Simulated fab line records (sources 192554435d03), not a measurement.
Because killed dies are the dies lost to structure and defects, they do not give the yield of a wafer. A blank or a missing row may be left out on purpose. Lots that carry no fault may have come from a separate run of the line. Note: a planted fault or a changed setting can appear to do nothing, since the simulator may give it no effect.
fab line records	flow n5-finfet
record: lots: 10	wafers: 26	last-day: 21
route steps=1938 shown MOL_CONTACT_COAG@580 BEOL_M4@1111 PASSIVATION@1936
lots that met no fault: from a run of the same line without faults
start-h: start of the lot's first displayed wafer, in hours after the record's first day	wait-h: hours since the lot's step before	" the same as in the row above	L1.1+2: a row that stands for several wafers	- no value, or no start given	* or withheld: withheld	< > ~ a bound
route shown NAME@n: NAME is a module with steps in the file, n the number in the route of the first one	usual: the fault-free wafers' mean and standard deviation	same: alike in all rows	chamber/n: place in a boat	sites: each site's reading	_std_site: standard deviation across them	_edge_site: the outer-site mean with the inner-site mean subtracted	radius-mm: how far each site lies from the wafer's centre	mask NAME#n: copy n	behind: the tool/chamber that last shaped the wafer	hold: cause of the lot's hold/its duration in hours/its outcome	device: whichever transistor did not switch (one of n, p or np)	end of line: the same wafers' tests at the end of the route	a step with no rows: only its recipe	killed: the dies lost at the first sort to structure and to defects; this is not the yield of the wafer	map: a wafer's dies, x killed, . not, _ none there
set.NAME: setting as actually run; set.NAME@STEP: the setting as run at that earlier step	model.NAME: the simulator's own value behind a step, which no gauge read
a sample of lots followed through the steps of the route, with each step as a table and each wafer as a row
services: when a tool's chamber went out of use (start-h, in hours from the record's first day, below 0 if earlier), for how many hours, and the reason
== steps ==
step: N5_MOL_CONTACT_COAG_ETCHBACK_132
recipe: chemistry: CHF3	target: SiO2	target-depth-a: 100	time-s: 6.7	ion-energy-ev: 200	pressure-mtorr: 30	source-w: 610	bias-w: 170	Ar_flow_sccm: 200	CHF3_flow_sccm: 50
usual: drypump-motor-current-A: 5.9/0.37	oes-product-au: 0.80/0.085	rf-vpp-V: 530/16	showerhead-plenum-p-Torr: 2.42/0.079	throttle-valve-pct: 18.62/0.19
lot.wafer	tool	chamber	start-h	wait-h	drypump-motor-current-A	oes-product-au	rf-hours-counter-h	rf-vpp-V	showerhead-plenum-p-Torr	throttle-valve-pct
L998.1	rie-diel-01	1	151.15	0.1	5.9	0.69	220	532	2.33	18.87
L998.3	"	0	"	"	6.2	0.83	62	517	2.54	18.71
L998.6	"	2	"	"	5.6	0.74	-	536	2.38	18.58
L101.2	rie-diel-01	3	173.91	0.1	6.4	0.73	164	534	2.37	18.46
L101.3	"	1	"	"	6.0	0.69	230	531	2.33	18.90
L101.6	"	1	"	"	5.9	0.68	-	531	2.33	18.90
L102.3	rie-diel-01	2	176.17	0.1	5.5	0.73	172	536	2.38	18.59
L102.5	"	2	"	"	5.5	0.73	-	536	2.38	18.60
L102.6	"	3	"	"	6.4	0.74	-	534	2.37	18.48
L103.1	rie-diel-01	1	179.69	0.2	5.9	0.68	233	531	2.33	18.89
L103.2	"	0	"	"	6.2	0.82	75	517	2.53	18.73
L103.6	"	1	"	"	5.9	0.68	-	532	2.33	18.91
L104.5	rie-diel-05	1	182.85	0.2	6.2	0.92	-	555	2.52	18.72
L104.6	"	0	"	"	5.7	0.82	-	508	2.51	18.37
L106.2	rie-diel-04	0	196.64	0.1	5.1	0.67	249	493	2.32	18.93
L106.6	"	1	"	"	6.3	0.88	-	509	2.44	18.83
L107.4	rie-diel-04	1	199.70	0.1	6.3	0.88	-	509	2.44	18.84
L107.6	"	2	"	"	5.7	0.80	-	551	2.39	18.53
L108.3	rie-diel-04	2	207.43	0.2	5.7	0.80	-	551	2.39	18.54
L108.5	"	2	"	"	5.7	0.80	-	553	2.39	18.53
L108.6	"	2	"	"	5.7	0.80	-	551	2.39	18.55
L109.3	rie-diel-05	0	212.23	0.2	5.7	0.81	72	509	2.51	18.40
L109.6	"	2	"	"	5.8	0.85	-	524	2.40	18.44
L113.2	rie-diel-05	2	240.91	0.1	5.8	0.83	69	524	2.39	18.47
L113.3	"	3	"	"	6.7	0.85	46	522	2.53	18.62
L113.6	"	3	"	"	6.7	0.86	-	523	2.53	18.61
step: N5_MOL_CONTACT_COAG_ETCH_91
recipe: chemistry: N2/H2	target: SOC	target-depth-a: 600	overetch-a: 210	mask-material: SiARC	temp-c: 40	time-s: 101.2	ion-energy-ev: 200	pressure-mtorr: 30	source-w: 840	bias-w: 150	n2-flow-sccm: 200	h2-flow-sccm: 200
usual: drypump-motor-current-A: 5.9/0.37	oes-product-au: 0.67/0.07	rf-vpp-V: 525.4/2.3	showerhead-plenum-p-Torr: 2.60/0.08	temp-c: 40.00/0.11	throttle-valve-pct: 17.76/0.29
lot.wafer	tool	chamber	start-h	wait-h	drypump-motor-current-A	oes-product-au	rf-hours-counter-h	rf-vpp-V	showerhead-plenum-p-Torr	temp-c	throttle-valve-pct
L998.1	rie-diel-01	1	151.19	0.0	5.9	0.58	220	523.2	2.50	39.91	18.10
L998.3	"	0	"	"	6.2	0.71	62	526.7	2.72	40.12	17.96
L998.6	"	2	"	"	5.5	0.62	-	523.7	2.55	39.94	17.67
L101.2	rie-diel-01	3	173.94	0.0	6.4	0.62	164	523.2	2.53	39.82	17.57
L101.3	"	1	"	"	6.0	0.57	230	524.2	2.50	40.15	18.10
L101.6	"	1	"	"	5.9	0.57	-	522.0	2.50	40.11	18.11
L102.3	rie-diel-01	2	176.21	0.0	5.5	0.62	172	524.0	2.54	39.96	17.69
L102.5	"	2	"	"	5.6	0.62	-	523.3	2.55	40.05	17.70
L102.6	"	3	"	"	6.4	0.63	-	523.0	2.53	40.02	17.57
L103.1	rie-diel-01	1	179.72	0.0	6.0	0.57	233	522.0	2.50	39.98	18.11
L103.2	"	0	"	"	6.2	0.70	75	525.8	2.72	39.95	18.00
L103.6	"	1	"	"	6.0	0.57	-	523.1	2.49	40.04	18.10
L104.5	rie-diel-05	1	182.90	0.0	6.2	0.77	-	528.3	2.72	39.86	18.04
L104.6	"	0	"	"	5.7	0.69	-	528.0	2.67	39.89	17.28
L106.2	rie-diel-04	0	196.67	0.0	5.1	0.57	249	523.7	2.51	39.84	18.20
L106.6	"	1	"	"	6.3	0.74	-	525.8	2.61	39.94	18.05
L107.4	rie-diel-04	1	199.76	0.0	6.3	0.74	-	524.4	2.61	40.02	18.07
L107.6	"	2	"	"	5.7	0.66	-	525.6	2.55	40.06	17.63
L108.3	rie-diel-04	2	207.57	0.1	5.7	0.65	-	523.4	2.54	39.96	17.66
L108.5	"	2	"	"	5.7	0.66	-	524.0	2.54	39.92	17.64
L108.6	"	2	"	"	5.7	0.66	-	524.3	2.54	39.87	17.63
L109.3	rie-diel-05	0	212.26	0.0	5.7	0.68	72	527.0	2.66	39.74	17.31
L109.6	"	2	"	"	5.8	0.71	-	523.7	2.59	40.04	17.71
L113.2	rie-diel-05	2	240.94	0.0	5.8	0.71	69	525.2	2.58	40.00	17.73
L113.3	"	3	"	"	6.7	0.71	46	528.7	2.68	39.99	17.44
L113.6	"	3	"	"	6.7	0.71	-	527.5	2.68	40.02	17.46
step: N5_MOL_CONTACT_COAG_STRIP_119
recipe: chemistry: N2/H2	time-s: 30	power-w: 1000	temp-c: 250	pressure-mtorr: withheld	n2-flow-sccm: 1750	h2-flow-sccm: 3250
usual: drypump-motor-current-A: 6.02/0.29	heater-power-w: 313/14	temp-c: 250.01/0.18
lot.wafer	tool	chamber	start-h	wait-h	drypump-motor-current-A	heater-power-w	rf-hours-counter-h	temp-c
L998.1	plasma-asher-02	1	151.50	0.1	6.41	314	67	250.25
L998.3	"	1	"	"	6.41	310	-	250.05
L998.6	"	0	"	"	5.75	299	-	249.92
L101.2	plasma-asher-01	0	174.25	0.1	6.25	307	82	249.96
L101.3	"	1	"	"	5.72	326	-	249.97
L101.6	"	0	"	"	6.24	311	-	250.07
L102.3	plasma-asher-02	0	176.54	0.1	5.75	295	-	249.85
L102.5	"	0	"	"	5.75	286	-	250.05
L102.6	"	1	"	"	6.43	315	-	250.02
L103.1	plasma-asher-01	0	180.03	0.1	6.21	312	84	249.99
L103.2	"	1	"	"	5.72	325	84	249.78
L103.6	"	1	"	"	5.73	330	-	249.83
L104.5	plasma-asher-01	0	183.22	0.1	6.23	303	-	249.75
L104.6	"	1	"	"	5.72	324	-	250.07
L106.2	plasma-asher-01	0	196.99	0.1	6.24	309	87	249.78
L106.6	"	1	"	"	5.75	328	-	249.80
L107.4	plasma-asher-02	0	200.05	0.0	5.76	296	-	250.26
L107.6	"	0	"	"	5.75	297	-	250.02
L108.3	plasma-asher-02	1	208.41	0.1	6.42	310	-	250.07
L108.5	"	0	"	"	5.75	298	-	250.06
L108.6	"	1	"	"	6.40	315	-	250.36
L109.3	plasma-asher-02	1	212.59	0.1	6.43	320	-	250.38
L109.6	"	1	"	"	6.44	311	-	250.23
L113.2	plasma-asher-01	1	241.25	0.1	5.73	330	97	250.15
L113.3	"	1	"	"	5.72	335	-	249.97
L113.6	"	1	"	"	5.73	325	-	250.13
step: N5_MOL_CONTACT_COAG_OVL_MEAS_41
recipe: points-per-wafer: 522
usual: VD_OVL: 0.0/0.75
lot.wafer	tool	chamber	start-h	wait-h	VD_OVL[nm]
L998.1	overlay-01	0	151.99	0.0	1.0
L998.3	"	0	"	"	0.8
L998.6	"	0	"	"	1.3
L101.2	overlay-02	0	174.75	0.0	1.1
L101.3	"	0	"	"	1.0
L101.6	"	0	"	"	0.8
L102.3	overlay-01	0	177.03	0.0	0.8
L102.5	"	0	"	"	0.5
L102.6	"	0	"	"	-0.7
L103.1	overlay-01	0	180.65	0.0	-1.0
L103.2	"	0	"	"	-1.1
L103.6	"	0	"	"	-1.1
L104.5	overlay-01	0	183.82	0.0	1.0
L104.6	"	0	"	"	0.3
L106.2	overlay-01	0	197.49	0.0	-0.5
L106.6	"	0	"	"	0.0
L107.4	overlay-02	0	200.54	0.0	1.5
L107.6	"	0	"	"	1.6
L108.3	overlay-01	0	208.91	0.0	-0.1
L108.5	"	0	"	"	1.0
L108.6	"	0	"	"	-0.6
L109.3	overlay-01	0	213.08	0.0	-0.7
L109.6	"	0	"	"	0.1
L113.2	overlay-01	0	241.88	0.0	-1.4
L113.3	"	0	"	"	0.3
L113.6	"	0	"	"	-0.5
step: N5_MOL_CONTACT_COAG_INSPECT_42
recipe: mode: adi	inspect-instrument: brightfield
usual: raw-defect-count: 203/49
lot.wafer	tool	chamber	start-h	wait-h	raw-defect-count
L998.1	defect-inspect-01	-	152.05	0.1	239
L998.3	"	-	"	"	171
L998.6	"	-	"	"	156
L101.2	defect-inspect-01	-	174.81	0.0	622
L101.3	"	-	"	"	574
L101.6	"	-	"	"	636
L102.3	defect-inspect-01	-	177.08	0.0	534
L102.5	"	-	"	"	561
L102.6	"	-	"	"	573
L103.1	defect-inspect-02	-	180.71	0.1	630
L103.2	"	-	"	"	530
L103.6	"	-	"	"	525
L104.5	defect-inspect-01	-	183.86	0.0	161
L104.6	"	-	"	"	136
L106.2	defect-inspect-02	-	197.54	0.0	129
L106.6	"	-	"	"	116
L107.4	defect-inspect-02	-	200.59	0.0	270
L107.6	"	-	"	"	223
L108.3	defect-inspect-02	-	208.96	0.0	163
L108.5	"	-	"	"	121
L108.6	"	-	"	"	226
L109.3	defect-inspect-02	-	213.13	0.0	161
L109.6	"	-	"	"	227
L113.2	defect-inspect-02	-	241.93	0.0	184
L113.3	"	-	"	"	177
L113.6	"	-	"	"	158
step: N5_BEOL_M4_RC_MEAS_101
usual: DIBL_N: 37.7/2	DIBL_P: 37.7/2.3	IOFF_N: 0.18/0.039	IOFF_P: 0.23/0.042	ION_N: 681/12	ION_P: 463/8	SS_N: 71.9/0.68	SS_P: 73.6/0.71	VT_N: 248/3.2	VT_P: -249/3.1
lot.wafer	tool	chamber	start-h	wait-h	DIBL_N[mV/V]	DIBL_P[mV/V]	IOFF_N[nA/um]	IOFF_P[nA/um]	ION_N[uA/um]	ION_P[uA/um]	SS_N[mV/dec]	SS_P[mV/dec]	VT_N[mV]	VT_P[mV]
L998.1	prober-02	0	306.99	0.0	38.7	39.1	0.19	0.25	679	459	72.9	74.1	248	-251
L998.3	"	0	"	"	36.7	36.1	0.15	0.18	680	458	72.5	73.9	250	-256
L998.6	"	0	"	"	37.4	39.1	0.18	0.25	695	471	72.8	74.3	251	-250
L101.2	prober-01	0	317.33	0.2	39.3	39.7	0.19	0.27	701	477	71.6	73.5	246	-249
L101.3	"	0	"	"	39.9	40.9	0.22	0.27	709	470	72.0	74.2	244	-249
L101.6	"	0	"	"	41.5	41.8	0.27	0.30	715	484	72.1	74.2	242	-245
L102.3	prober-02	0	327.06	0.3	40.5	39.8	0.25	0.26	689	464	72.8	74.4	242	-247
L102.5	"	0	"	"	34.8	32.8	0.13	0.16	669	452	70.7	72.4	250	-253
L102.6	"	0	"	"	39.7	38.2	0.21	0.23	681	462	72.7	73.4	246	-252
L107.4	prober-02	0	348.91	0.5	37.3	36.6	0.16	0.23	680	463	72.0	74.3	252	-250
L107.6	"	0	"	"	38.1	37.9	0.19	0.25	676	459	72.4	73.7	249	-246
L104.5	prober-01	0	350.35	0.6	35.0	35.0	0.15	0.20	691	476	70.9	72.8	248	-250
L104.6	"	0	"	"	41.1	41.9	0.26	0.31	679	465	72.4	74.6	243	-243
L103.1	prober-01	0	353.43	0.0	34.6	35.0	0.14	0.19	668	461	70.6	73.0	249	-250
L103.2	"	0	"	"	36.4	37.2	0.16	0.22	673	461	71.1	73.6	251	-251
L103.6	"	0	"	"	39.1	40.1	0.21	0.27	685	458	72.7	73.4	247	-248
L106.2	prober-02	0	358.24	0.2	37.4	38.8	0.16	0.23	663	454	71.4	74.0	254	-251
L106.6	"	0	"	"	36.1	37.4	0.15	0.20	674	456	71.9	73.9	252	-252
L108.3	prober-01	0	360.36	0.3	38.0	36.7	0.18	0.22	665	457	71.2	73.7	248	-250
L108.5	"	0	"	"	37.0	35.4	0.16	0.20	677	462	71.2	73.1	248	-249
L108.6	"	0	"	"	39.6	38.5	0.20	0.24	681	463	72.0	74.4	246	-251
L109.3	prober-01	0	378.16	0.3	38.2	38.9	0.19	0.24	685	466	71.8	73.5	246	-248
L109.6	"	0	"	"	33.5	32.8	0.11	0.16	674	461	70.6	72.8	254	-255
L113.2	prober-02	0	402.43	0.2	36.5	36.5	0.16	0.26	662	460	71.5	73.6	250	-245
L113.3	"	0	"	"	33.3	31.9	0.12	0.17	680	463	70.8	73.0	248	-251
L113.6	"	0	"	"	36.9	37.3	0.19	0.26	686	475	72.2	74.0	248	-246
step: N5_PASSIVATION_PROBE_49
usual: defect-limited-yield: 91.1/1.4	killed_at_M0_to_M3: 34/9.6	killed_at_M4_up: 15/5.3	killed-at-contacts: 12/6.1	killed-at-front-end: 40/11	killed-at-other: 3.5/2.8	killed-dies: 105/17	killed-open: 70/12	killed-short: 34/7.7	sort_bin_4_leakage: 0.01/0.07	sort_bin_5_function: 5.2/0.97	sort_bin_6_memory: 3.4/0.62	sort-n-pass: 1075/17	sort-yield-pct: 91.1/1.4
same: gross-dies: 1180	killed-at-back-side: 0	sort_bin_8_speed[%]: 0
lot.wafer	tool	chamber	start-h	wait-h	defect-limited-yield[%]	killed_at_M0_to_M3	killed_at_M4_up	killed-at-contacts	killed-at-front-end	killed-at-other	killed-dies	killed-open	killed-short	sort_bin_4_leakage[%]	sort_bin_5_function[%]	sort_bin_6_memory[%]	sort-n-pass	sort-yield-pct[%]
L101.2	prober-01	-	420.57	0.1	81.1	46	18	117	38	4	223	73	40	0	11.8	5.0	957	81.1
L101.3	prober-01	-	420.62	0.1	87.3	16	19	76	36	3	150	56	25	0	8.1	3.5	1030	87.3
L101.6	prober-01	-	420.77	0.3	87.5	9	16	79	42	2	148	49	28	0	8.6	2.5	1032	87.5
L102.3	prober-01	-	433.54	0.1	87.0	29	21	69	29	5	153	73	31	0	8.1	3.3	1027	87.0
L102.5	prober-01	-	433.64	0.2	86.7	44	13	63	35	2	157	74	33	0	8.2	3.9	1023	86.7
L102.6	prober-01	-	433.69	0.3	83.7	30	19	128	15	0	192	56	26	0	10.8	3.9	988	83.7
L107.6	prober-02	-	450.10	0.3	91.2	34	7	19	41	3	104	68	36	0	5.7	3.0	1076	91.2
L103.1	prober-01	-	454.47	0.3	84.5	45	13	93	32	0	183	84	31	0	10.0	4.1	997	84.5
L103.2	prober-01	-	454.52	0.3	81.7	37	15	118	46	0	216	81	34	0	12.1	4.7	964	81.7
L103.6	prober-01	-	454.72	0.5	85.1	40	17	88	29	2	176	77	31	0	8.7	4.5	1004	85.1
L108.3	prober-01	-	460.34	0.1	89.2	56	28	9	32	3	128	86	42	0	6.2	4.6	1052	89.2
L108.5	prober-01	-	460.44	0.2	87.5	48	24	22	48	6	148	106	42	0	6.9	5.0	1032	87.5
L108.6	prober-01	-	460.49	0.3	89.0	42	18	18	49	3	130	91	38	0	6.7	4.0	1050	89.0
L104.5	prober-02	-	462.34	0.2	86.6	49	30	8	69	2	158	117	40	0	8.6	4.5	1022	86.6
L104.6	prober-02	-	462.39	0.3	91.4	34	25	6	37	0	102	71	26	0.08	5.6	2.5	1077	91.3
L109.3	prober-01	-	480.44	0.1	89.4	43	13	12	55	2	125	84	41	0	5.3	5.2	1055	89.4
L109.6	prober-01	-	480.59	0.3	89.2	37	16	17	55	3	128	86	41	0	6.7	3.7	1052	89.2
killed by level:class
L101.2 MOL_CONTACT_COAG:unspecified=110 BEOL_M0_SAQP:geometric-particle:open=22 FIN_SAQP:geometric-particle:open=9 BEOL_M0_SAQP:geometric-particle:short=9 BEOL_M4:geometric-particle:open=9 FIN_SAQP:geometric-particle:short=8 MOL_CONTACT_COAG:geometric-particle:open=7 GATE_CUT:geometric-particle:open=6
L101.3 MOL_CONTACT_COAG:unspecified=69 BEOL_M4:geometric-particle:open=8 FIN_SAQP:geometric-particle:short=7 MOL_CONTACT_COAG:geometric-particle:open=7 STI_FIN_REVEAL:geometric-particle:open=5 GATE_CUT:geometric-particle:open=5 BEOL_M2:geometric-particle:open=5 STARTING-WAFER:geometric-particle:short=5
L101.6 MOL_CONTACT_COAG:unspecified=71 FIN_SAQP:geometric-particle:open=9 GATE_CUT:geometric-particle:short=9 FIN_SAQP:geometric-particle:short=8 MOL_CONTACT_COAG:geometric-particle:open=8 BEOL_M4:geometric-particle:open=6 GATE_CUT:geometric-particle:open=4 BEOL_M8:geometric-particle:open=4
L102.3 MOL_CONTACT_COAG:unspecified=48 MOL_CONTACT_COAG:geometric-particle:open=15 STI_FIN_REVEAL:geometric-particle:open=14 BEOL_M4:geometric-particle:open=13 BEOL_M3:geometric-particle:open=10 GATE_CUT:geometric-particle:short=6 MOL_CONTACT_COAG:geometric-particle:short=6 BEOL_M2:geometric-particle:open=6
L102.5 MOL_CONTACT_COAG:unspecified=50 BEOL_M3:geometric-particle:open=18 BEOL_M2:geometric-particle:open=10 MOL_CONTACT_COAG:geometric-particle:open=9 GATE_CUT:geometric-particle:short=8 GATE_CUT:geometric-particle:open=6 BEOL_M4:geometric-particle:open=6 STI_FIN_REVEAL:geometric-particle:open=5
L102.6 MOL_CONTACT_COAG:unspecified=110 BEOL_M3:geometric-particle:open=12 MOL_CONTACT_COAG:geometric-particle:open=11 MOL_CONTACT_COAG:geometric-particle:short=7 BEOL_M4:geometric-particle:open=7 BEOL_M2:geometric-particle:open=6 BEOL_M1:geometric-particle:open=4 BEOL_M5:geometric-particle:open=4
L107.6 MOL_CONTACT_COAG:geometric-particle:open=17 BEOL_M2:geometric-particle:open=12 FIN_SAQP:geometric-particle:short=11 FIN_SAQP:geometric-particle:open=9 STI_FIN_REVEAL:geometric-particle:open=7 BEOL_M1:geometric-particle:open=5 BEOL_M2:geometric-particle:short=5 BEOL_M0_SAQP:geometric-particle:short=4
L103.1 MOL_CONTACT_COAG:unspecified=68 MOL_CONTACT_COAG:geometric-particle:open=21 STI_FIN_REVEAL:geometric-particle:open=10 BEOL_M1:geometric-particle:open=10 BEOL_M0_SAQP:geometric-particle:short=7 BEOL_M3:geometric-particle:open=6 BEOL_M2:geometric-particle:open=6 BEOL_M0:geometric-particle:open=5
L103.2 MOL_CONTACT_COAG:unspecified=101 MOL_CONTACT_COAG:geometric-particle:open=14 DUMMY_GATE:geometric-particle:open=12 BEOL_M4:geometric-particle:open=10 BEOL_M0_SAQP:geometric-particle:open=8 FIN_SAQP:geometric-particle:open=6 BEOL_M1:geometric-particle:open=6 BEOL_M3:geometric-particle:open=6
L103.6 MOL_CONTACT_COAG:unspecified=68 MOL_CONTACT_COAG:geometric-particle:open=19 BEOL_M2:geometric-particle:open=13 FIN_SAQP:geometric-particle:short=9 BEOL_M1:geometric-particle:open=9 BEOL_M4:geometric-particle:open=7 BEOL_M3:geometric-particle:open=5 BEOL_M0_SAQP:geometric-particle:short=4
L108.3 STI_FIN_REVEAL:geometric-particle:open=13 BEOL_M0_SAQP:geometric-particle:short=13 BEOL_M4:geometric-particle:open=12 BEOL_M0_SAQP:geometric-particle:open=10 BEOL_M3:geometric-particle:open=10 BEOL_M1:geometric-particle:open=6 BEOL_M2:geometric-particle:open=6 BEOL_M4:geometric-particle:short=6
L108.5 MOL_CONTACT_COAG:geometric-particle:open=18 BEOL_M4:geometric-particle:open=14 FIN_SAQP:geometric-particle:open=10 BEOL_M1:geometric-particle:open=10 STI_FIN_REVEAL:geometric-particle:open=9 BEOL_M0_SAQP:geometric-particle:open=9 BEOL_M0_SAQP:geometric-particle:short=6 BEOL_M2:geometric-particle:open=6
L108.6 MOL_CONTACT_COAG:geometric-particle:open=16 STI_FIN_REVEAL:geometric-particle:open=11 BEOL_M2:geometric-particle:open=11 FIN_SAQP:geometric-particle:open=10 BEOL_M1:geometric-particle:open=10 BEOL_M4:geometric-particle:open=8 BEOL_M3:geometric-particle:open=7 FIN_SAQP:geometric-particle:short=6
L104.5 STI_FIN_REVEAL:geometric-particle:open=31 BEOL_M3:geometric-particle:open=17 BEOL_M4:geometric-particle:open=16 FIN_SAQP:geometric-particle:open=11 STI_FIN_REVEAL:geometric-particle:short=10 BEOL_M1:geometric-particle:open=8 MOL_CONTACT_COAG:geometric-particle:open=7 BEOL_M0_SAQP:geometric-particle:open=6
L104.6 STI_FIN_REVEAL:geometric-particle:open=13 BEOL_M3:geometric-particle:open=11 BEOL_M4:geometric-particle:open=11 BEOL_M3:geometric-particle:short=6 FIN_SAQP:geometric-particle:short=5 MOL_CONTACT_COAG:geometric-particle:open=5 BEOL_M0_SAQP:geometric-particle:short=5 BEOL_M8:geometric-particle:open=4
L109.3 STI_FIN_REVEAL:geometric-particle:open=13 MOL_CONTACT_COAG:geometric-particle:open=12 BEOL_M2:geometric-particle:open=12 FIN_SAQP:geometric-particle:short=9 BEOL_M0_SAQP:geometric-particle:open=8 BEOL_M0_SAQP:geometric-particle:short=8 BEOL_M4:geometric-particle:open=8 FIN_SAQP:geometric-particle:open=7
L109.6 FIN_SAQP:geometric-particle:open=19 FIN_SAQP:geometric-particle:short=15 MOL_CONTACT_COAG:geometric-particle:open=13 BEOL_M0_SAQP:geometric-particle:open=10 BEOL_M2:geometric-particle:open=9 STARTING-WAFER:geometric-particle:open=6 MOL_CONTACT_COAG:geometric-particle:short=4 BEOL_M0:geometric-particle:open=4
== services ==
tool	chamber	start-h	hours	kind
rie-diel-01	3	166.05	3.5	repair
rie-diel-04	0	198.98	-	clean
rie-diel-04	0	198.98	-	consumable-replace:focus-ring
rie-diel-04	0	198.98	36.9	scheduled-down
rie-diel-04	0	198.98	36.9	vent-cycle
rie-diel-04	1	200.64	69.6	repair
rie-diel-04	3	203.83	8.1	repair
plasma-asher-01	-	212.26	2.8	pm
rie-diel-01	-	214.57	2.8	pm
rie-diel-01	1	219.36	-	clean
rie-diel-01	1	219.36	-	consumable-replace:focus-ring
rie-diel-01	1	219.36	21.5	scheduled-down
rie-diel-01	1	219.36	21.5	vent-cycle
== key ==
first-sign: step: N5_MOL_CONTACT_COAG_INSPECT_42	reading: raw-defect-count	direction: up	sigmas: 7.5	usual: 203	struck: 576
effect: step: N5_PASSIVATION_PROBE_49	reading: killed-at-contacts	direction: up	sigmas: 13	usual: 12	struck: 92
more-kills-born-at: N5_MOL_CONTACT_COAG_ETCH_91@rie-diel-01: 695
met-at N5_MOL_CONTACT_COAG_ETCH_91
struck-lots L101,L102,L103
not-acting-at N5_MOL_CONTACT_COAG_ETCHBACK_132,N5_MOL_CONTACT_COAG_STRIP_119,N5_MOL_CONTACT_COAG_OVL_MEAS_41
onset-between 151.19 173.94
fault: kind: chamber-particle-source	tool: rie-diel-01	chamber: -	onset-h: 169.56	steps: N5_MOL_CONTACT_COAG_ETCH_91	rate-per-visit-cm2: 0.53633	end-h: 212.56
